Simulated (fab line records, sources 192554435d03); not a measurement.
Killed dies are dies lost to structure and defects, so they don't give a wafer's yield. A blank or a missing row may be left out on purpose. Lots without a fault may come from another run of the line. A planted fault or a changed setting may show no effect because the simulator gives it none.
Split-lot experiment | flow n5_finfet | 7 lots, 39 wafers read, on a route of 1938 steps

THE SPLIT
At N5_ZERO_LAYER_DEVELOP_10 (develop time 60 s), the setting develop_time_s was moved away from the recipe's 60 s on 12 of the 39 wafers read, by -55.7% to +37.6%. The other wafers ran this setting at the recipe's value.

FROM THE SPLIT TO THE READING: what the file shows between them, 1 step
- N5_ZERO_LAYER_HARDBAKE_23: time 120 s

THE READING
cd_nm, in nm, at N5_ZERO_LAYER_CD_MEAS_11 (target cd 2000 nm). Fault-free wafers of this fab line usually give 1998.7 nm, standard deviation 1.6 nm.

wafer  | tool, chamber at the split | develop_time_s as run, s | against the recipe | cd_nm, nm | against lot-mates on the recipe
L074.1 | litho_track-03, 0          | 42.05                    | -29.9%             | 1991.8    | -6.0
L074.2 | litho_track-03, 0          | 42.05                    | -29.9%             | 1991.0    | -6.8
L074.3 | litho_track-03, 0          | 60                       | recipe             | 1999.4    | -
L074.4 | litho_track-03, 0          | 60                       | recipe             | 1997.1    | -
L074.5 | litho_track-03, 0          | 42.05                    | -29.9%             | 1990.9    | -6.9
L074.6 | litho_track-03, 0          | 60                       | recipe             | 1997.0    | -
L075.1 | litho_track-02, 0          | 60                       | recipe             | 1997.7    | -
L075.2 | litho_track-02, 0          | 60                       | recipe             | 2000.0    | -
L075.3 | litho_track-02, 0          | 60                       | recipe             | 1997.2    | -
L075.4 | litho_track-02, 0          | 60                       | recipe             | 1998.8    | -
L075.5 | litho_track-02, 0          | 60                       | recipe             | 2001.3    | -
L075.6 | litho_track-02, 0          | 60                       | recipe             | 1997.7    | -
L082.1 | litho_track-01, 0          | 60                       | recipe             | 1999.2    | -
L082.2 | litho_track-01, 0          | 82.57                    | +37.6%             | 2005.6    | +5.6
L082.3 | litho_track-01, 0          | 82.57                    | +37.6%             | 2008.5    | +8.5
L082.4 | litho_track-01, 0          | 82.57                    | +37.6%             | 2008.2    | +8.2
L082.5 | litho_track-01, 0          | 60                       | recipe             | 2000.1    | -
L082.6 | litho_track-01, 0          | 60                       | recipe             | 2000.6    | -
L083.1 | litho_track-01, 0          | 30.92                    | -48.5%             | 1986.1    | -14.3
L083.2 | litho_track-01, 0          | 60                       | recipe             | 1998.8    | -
L083.3 | litho_track-01, 0          | 60                       | recipe             | 2001.6    | -
L083.4 | litho_track-01, 0          | 60                       | recipe             | 2000.7    | -
L083.5 | litho_track-01, 0          | 30.92                    | -48.5%             | 1988.1    | -12.3
L083.6 | litho_track-01, 0          | 30.92                    | -48.5%             | 1985.9    | -14.5
L086.2 | litho_track-02, 0          | 60                       | recipe             | 1997.4    | -
L086.3 | litho_track-02, 0          | 60                       | recipe             | 1998.7    | -
L086.5 | litho_track-02, 0          | 60                       | recipe             | 1999.1    | -
L094.1 | litho_track-03, 0          | 60                       | recipe             | 1996.7    | -
L094.2 | litho_track-03, 0          | 60                       | recipe             | 1997.5    | -
L094.3 | litho_track-03, 0          | 26.58                    | -55.7%             | 1980.7    | -16.7
L094.4 | litho_track-03, 0          | 26.58                    | -55.7%             | 1980.8    | -16.6
L094.5 | litho_track-03, 0          | 26.58                    | -55.7%             | 1980.6    | -16.8
L094.6 | litho_track-03, 0          | 60                       | recipe             | 1998.1    | -
L097.1 | litho_track-02, 0          | 60                       | recipe             | 1997.4    | -
L097.2 | litho_track-02, 0          | 60                       | recipe             | 1998.7    | -
L097.3 | litho_track-02, 0          | 60                       | recipe             | 2000.1    | -
L097.4 | litho_track-02, 0          | 60                       | recipe             | 1998.9    | -
L097.5 | litho_track-02, 0          | 60                       | recipe             | 1998.9    | -
L097.6 | litho_track-02, 0          | 60                       | recipe             | 1998.4    | -

THE FIT
A straight line over all 39 wafers: cd_nm changes by +0.274 nm for each +1% of develop_time_s; r = +0.97; the points scatter about the line by 1.6 nm.
The same after taking each lot's own level away (the mean of its wafers on the recipe; 39 wafers): +0.263 nm for each +1%; r = +0.98; scatter 1.4 nm.
On that fit, the largest move of develop_time_s shifts the reading by 15 nm.
The lots' own levels span 1997.43 to 2000.37 nm, that is 1.8 times the standard deviation above.
So the lot-to-lot level changes the slope little: the two slopes agree.
Check: with one of the wafers moved furthest among these (-55.7%) left out of the fit, the line predicts -14.7 nm for it against its lot-mates. It came out at -16.7 nm against them.

THE WHOLE CHAIN: every reading that the file lists as answering this split, in the file's order
step                     | what it does             | reading                                                           | change (the file's fit)               | r (the file's)
N5_ZERO_LAYER_CD_MEAS_11 | target cd 2000 nm        | cd_nm                                                             | +0.267 nm for each +1% of the setting | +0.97
N5_ZERO_LAYER_DESCUM_16  | chemistry O2, time 7.9 s | ZERO_LAYER.cd_nm (the simulator's own value, which no gauge read) | +0.272 nm for each +1% of the setting | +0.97

THE FILE'S OWN FIT
cd_nm changes by +0.267 nm for each +1% of develop_time_s, r = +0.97.
